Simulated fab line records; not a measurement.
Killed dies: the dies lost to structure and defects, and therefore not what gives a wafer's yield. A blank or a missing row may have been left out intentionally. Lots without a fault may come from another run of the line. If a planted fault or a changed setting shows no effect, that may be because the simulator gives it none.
Chamber matching | flow nand harc | 4 sister chambers for NHARC_A_SGD_CUT_ETCHBACK_24 on rie diel-05
The step etches the open film in CH3F/O2, target depth 50 nm, time 92.857 s. 16 wafers are shown with their chamber, then 8 later ones without.

## EACH WAFER AND ITS CHAMBER
wafer  | chamber | showerhead plenum p Torr (Torr) | drypump motor current A (A) | rf vpp V (V)
L074.1 | 3       | 2.51                            | 5.0                         | 244.3
L074.2 | 2       | 2.62                            | 6.4                         | 246.8
L074.5 | 0       | 2.38                            | 5.0                         | 243.6
L075.1 | 3       | 2.51                            | 5.0                         | 244.0
L075.3 | 0       | 2.38                            | 5.0                         | 243.6
L075.6 | 0       | 2.38                            | 5.0                         | 243.4
L079.1 | 1       | 2.55                            | 5.4                         | 245.5
L079.2 | 0       | 2.38                            | 5.0                         | 243.8
L079.5 | 0       | 2.38                            | 5.0                         | 244.8
L081.3 | 0       | 2.38                            | 5.0                         | 243.6
L081.4 | 1       | 2.55                            | 5.5                         | 244.7
L081.6 | 3       | 2.50                            | 5.0                         | 246.1
L085.1 | 3       | 2.50                            | 5.0                         | 245.7
L085.2 | 2       | 2.62                            | 6.4                         | 247.6
L085.6 | 1       | 2.55                            | 5.5                         | 243.3
L087.1 | 0       | 2.38                            | 5.0                         | 243.3

SIGNATURES, as means of the wafers listed above
reading                  | chamber 0 | chamber 1 | chamber 2 | chamber 3 | scatter within a chamber
showerhead plenum p Torr | 2.3800    | 2.5500    | 2.6200    | 2.5050    | 0.00289
drypump motor current A  | 5.000     | 5.467     | 6.400     | 5.000     | 0.0236
rf vpp V                 | 243.729   | 244.500   | 247.200   | 245.025   | 0.79
Rule: for a wafer and a chamber, the distance is found by dividing, reading by reading, the gap between the wafer's reading and the chamber's mean by the reading's scatter, squaring, summing and taking the root. The wafer belongs to the nearest chamber; if the next one is less than 2 further off, it can't be placed. How the scatter is found: for the shown wafers, subtract from each reading the mean of its chamber, square and add these, divide the total by (wafers less chambers), then take the root.

## WAFERS WHOSE CHAMBER IS MISSING
wafer  | showerhead plenum p Torr (Torr) | drypump motor current A (A) | rf vpp V (V)
L087.4 | 2.55                            | 5.5                         | 245.1
L087.6 | 2.38                            | 5.0                         | 243.0
L092.1 | 2.50                            | 5.0                         | 245.1
L092.5 | 2.54                            | 5.5                         | 243.0
L092.6 | 2.37                            | 5.0                         | 242.7
L097.1 | 2.37                            | 5.0                         | 242.8
L097.2 | 2.61                            | 6.4                         | 246.0
L097.6 | 2.54                            | 5.5                         | 245.7

## EACH ONE'S CHAMBER
wafer  | from the rows above | in truth
L087.4 | 1                   | 1
L087.6 | 0                   | 0
L092.1 | 3                   | 3
L092.5 | 1                   | 1
L092.6 | 0                   | 0
L097.1 | 0                   | 0
L097.2 | 2                   | 2
L097.6 | 1                   | 1
8 of 8 placed correctly. From these rows, 0 cannot be placed. Wrongly placed: 0.
